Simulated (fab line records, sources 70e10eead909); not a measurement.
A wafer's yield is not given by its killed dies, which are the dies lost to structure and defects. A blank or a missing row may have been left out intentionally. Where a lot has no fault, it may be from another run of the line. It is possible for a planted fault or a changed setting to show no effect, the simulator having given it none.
Chamber matching -- flow nand_harc -- NHARC_P_BONDPAD_CMP_32 on cmp-03: 4 sister chambers
The step polishes SiCN, target thk 200 nm. 8 wafers are shown with their chamber, then 10 later ones without.

EACH WAFER AND ITS CHAMBER
wafer,chamber,motor_current_A (A)
L079.1,0,9.8
L079.2,2,11.0
L084.3,2,10.7
L087.2,0,10.3
L087.4,1,9.9
L087.5,3,12.5
L089.1,3,12.2
L089.2,1,10.3

WAFERS WITH NO CHAMBER GIVEN
wafer,motor_current_A (A)
L089.3,11.1
L092.1,10.3
L092.3,10.2
L092.6,10.7
L093.3,11.9
L093.5,12.3
L093.6,10.2
L096.1,11.1
L096.2,10.9
L096.3,10.3

THE CHAMBER EACH PASSED THROUGH
wafer,from the rows above,in truth
L089.3,2,2
L092.1,can't be placed: 1 or 0 or 2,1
L092.3,can't be placed: 1 or 0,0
L092.6,can't be placed: 2 or 1 or 0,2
L093.3,3,3
L093.5,3,3
L093.6,can't be placed: 1 or 0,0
L096.1,2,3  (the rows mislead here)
L096.2,2,2
L096.3,can't be placed: 1 or 0 or 2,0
Placed correctly: 4 of 10. From these rows, 5 cannot be placed; in 5 the true chamber is one of the candidates. Placed wrongly: 1.
How it was worked out, from the rows above alone: a wafer's distance from a chamber is the root of the sum, over the readings, of the square of ((its reading less the chamber's mean) divided by the reading's scatter). The wafer belongs to the nearest chamber; if the next one is less than 2 further off, it can't be placed. For every chamber, the mean is computed from those of its wafers that are shown. The scatter: take each reading less its chamber's mean, square it, sum over the shown wafers, divide by the number of wafers less the number of chambers, and take the root.
